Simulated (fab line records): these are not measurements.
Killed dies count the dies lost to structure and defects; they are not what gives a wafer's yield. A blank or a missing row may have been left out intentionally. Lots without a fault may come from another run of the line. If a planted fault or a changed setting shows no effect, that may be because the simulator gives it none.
Chamber matching | flow n5 finfet | N5_BEOL_M15_TRENCH_ETCH_34 on rie diel-03 has 4 sister chambers
The step etches SiO2 in C4F8/O2/Ar, target depth 872.93 nm, time 199 s. 14 wafers are shown with their chamber, then 7 later ones without.

== WAFERS WITH THEIR CHAMBER ==
wafer  | chamber | rf vpp V (V) | throttle valve pct (%) | showerhead plenum p Torr (Torr)
L077.4 | 0       | 2218         | 31.45                  | 3.41
L077.5 | 2       | 2196         | 30.78                  | 3.46
L077.6 | 1       | 2155         | 30.95                  | 3.51
L083.4 | 2       | 2194         | 30.79                  | 3.45
L083.5 | 0       | 2216         | 31.47                  | 3.40
L083.6 | 1       | 2154         | 30.95                  | 3.51
L086.1 | 2       | 2196         | 30.80                  | 3.45
L086.4 | 1       | 2154         | 30.98                  | 3.50
L086.6 | 2       | 2195         | 30.82                  | 3.45
L089.4 | 0       | 2217         | 31.47                  | 3.40
L089.5 | 2       | 2195         | 30.81                  | 3.44
L089.6 | 3       | 2178         | 31.15                  | 3.60
L088.1 | 0       | 2217         | 31.44                  | 3.40
L088.3 | 2       | 2194         | 30.80                  | 3.44

SIGNATURES (averages over the wafers above)
reading                  | chamber 0 | chamber 1 | chamber 2 | chamber 3 | scatter within a chamber
rf vpp V                 | 2217.00   | 2154.33   | 2195.00   | 2178.00   | 0.816
throttle valve pct       | 31.4575   | 30.9600   | 30.8000   | 31.1500   | 0.0151
showerhead plenum p Torr | 3.4025    | 3.5067    | 3.4483    | 3.6000    | 0.00652
Rule: a wafer lies at a distance from a chamber equal to the root of the sum of squares, over the readings, of (its reading less the chamber's mean, divided by the reading's scatter). The wafer belongs to the nearest chamber; if the next one is less than 2 further off, it can't be placed. The scatter: take each reading less its chamber's mean, square it, sum over the shown wafers, divide by the number of wafers less the number of chambers, and take the root.

== WAFERS WITHOUT THEIR CHAMBER ==
wafer  | rf vpp V (V) | throttle valve pct (%) | showerhead plenum p Torr (Torr)
L088.4 | 2154         | 30.97                  | 3.50
L093.1 | 2218         | 31.47                  | 3.40
L093.4 | 2194         | 30.82                  | 3.44
L093.6 | 2153         | 30.97                  | 3.50
L097.2 | 2151         | 30.98                  | 3.50
L097.3 | 2215         | 31.46                  | 3.39
L097.5 | 2217         | 31.48                  | 3.39

== WHICH CHAMBER EACH WENT THROUGH ==
wafer  | from the rows above | in truth
L088.4 | 1                   | 1
L093.1 | 0                   | 0
L093.4 | 2                   | 2
L093.6 | 1                   | 1
L097.2 | 1                   | 1
L097.3 | 0                   | 0
L097.5 | 0                   | 0
Correctly placed: 7 of 7. Left unplaced by these rows: 0. 0 placed wrongly.
